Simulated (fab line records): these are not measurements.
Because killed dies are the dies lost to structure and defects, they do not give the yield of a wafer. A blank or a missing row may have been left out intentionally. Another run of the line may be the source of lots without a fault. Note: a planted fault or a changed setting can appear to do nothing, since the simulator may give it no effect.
Split-lot study	flow n5 finfet	7 lots, 39 wafers read, on a route of 1938 steps

== ON THE SPLIT ==
At N5_DUMMY_GATE_ETCH_32 (etches SiO2 in CF4, target depth 3.5 nm, time 3.9 s), the setting time s was moved away from the recipe's 3.9 s on 18 of the 39 wafers read, by -19.1% to +18.3%. The other wafers ran this setting at the recipe's value.

Reading taken at the split's own step.

== THE READING ==
etch.depth nm (the simulator's own value, which no gauge read), in nm, at N5_DUMMY_GATE_ETCH_32 (etches SiO2 in CF4, target depth 3.5 nm, time 3.9 s). The file gives no usual value for it. Average 3.474 nm, standard deviation 0.097 nm, over the 21 wafers here run with the recipe.

wafer	tool, chamber at the split	time s as run, s	against the recipe	etch.depth nm, nm	against lot-mates on the recipe
L076.2	rie si-03, 1	3.9	recipe	3.531	-
L076.4	rie si-03, 0	3.9	recipe	3.608	-
L076.6	rie si-03, 1	3.9	recipe	3.551	-
L079.1	rie si-04, 3	3.9	recipe	3.374	-
L079.2	rie si-04, 0	3.298	-15.4%	2.887	-0.502
L079.3	rie si-04, 1	3.298	-15.4%	2.858	-0.531
L079.4	rie si-04, 2	3.9	recipe	3.398	-
L079.5	rie si-04, 0	3.298	-15.4%	2.882	-0.507
L079.6	rie si-04, 1	3.9	recipe	3.395	-
L086.1	rie si-03, 3	3.9	recipe	3.454	-
L086.2	rie si-03, 0	4.613	+18.3%	4.291	+0.817
L086.3	rie si-03, 2	4.613	+18.3%	4.03	+0.556
L086.4	rie si-03, 1	3.9	recipe	3.533	-
L086.5	rie si-03, 3	3.9	recipe	3.436	-
L086.6	rie si-03, 2	4.613	+18.3%	4.049	+0.575
L088.1	rie si-03, 3	3.9	recipe	3.422	-
L088.2	rie si-03, 2	3.157	-19.1%	2.758	-0.730
L088.3	rie si-03, 0	3.157	-19.1%	2.938	-0.550
L088.4	rie si-03, 0	3.9	recipe	3.634	-
L088.5	rie si-03, 2	3.9	recipe	3.408	-
L088.6	rie si-03, 3	3.157	-19.1%	2.797	-0.691
L090.1	rie si-06, 2	3.482	-10.7%	3.078	-0.532
L090.2	rie si-06, 0	3.9	recipe	3.658	-
L090.3	rie si-06, 1	3.482	-10.7%	3.186	-0.424
L090.4	rie si-06, 3	3.482	-10.7%	3.161	-0.449
L090.5	rie si-06, 3	3.9	recipe	3.508	-
L090.6	rie si-06, 0	3.9	recipe	3.664	-
L091.1	rie si-04, 0	3.9	recipe	3.397	-
L091.2	rie si-04, 2	4.473	+14.7%	3.905	+0.520
L091.3	rie si-04, 3	4.473	+14.7%	3.946	+0.561
L091.4	rie si-04, 1	3.9	recipe	3.377	-
L091.5	rie si-04, 2	3.9	recipe	3.381	-
L091.6	rie si-04, 3	4.473	+14.7%	3.94	+0.555
L092.1	rie si-04, 2	3.663	-6.1%	3.217	-0.191
L092.2	rie si-04, 1	3.9	recipe	3.381	-
L092.3	rie si-04, 0	3.9	recipe	3.394	-
L092.4	rie si-04, 3	3.663	-6.1%	3.23	-0.178
L092.5	rie si-04, 2	3.663	-6.1%	3.197	-0.211
L092.6	rie si-04, 3	3.9	recipe	3.449	-

FIT RESULTS
A straight line over all 39 wafers: etch.depth nm changes by +0.0346 nm for each +1% of time s; r = +0.97; the points scatter about the line by 0.09 nm.
The same after taking each lot's own level away (the mean of its wafers on the recipe; 39 wafers): +0.0357 nm for each +1%; r = +0.98; scatter 0.066 nm.
According to that fit, moving time s by its largest amount changes the reading by 0.68 nm.
From 3.3850 to 3.6100 nm: that is the span of the lots' own levels, equal to 2.3 times the standard deviation above.
The two slopes are in agreement: the lot-to-lot level therefore moves the slope only a little.
Check: for one of the wafers moved furthest among these (-19.1%), held out of the fit, the line's prediction against its lot-mates is -0.673 nm. Against them it came out at -0.73 nm.

== OTHER SPLITS APPLIED TO THESE WAFERS ==
These wafers also went through other splits before the reading. Each is held against what the fit with the lots' levels taken away leaves over:
other split on the same wafers	wafers away from the commonest value	r with etch.depth nm (lot level and that fit taken away)
N5_DUMMY_GATE_ETCH_37 source w	15	-0.09

== THE FILE'S OWN FIT ==
etch.depth nm changes by +0.0357 nm for each +1% of time s, r = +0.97.
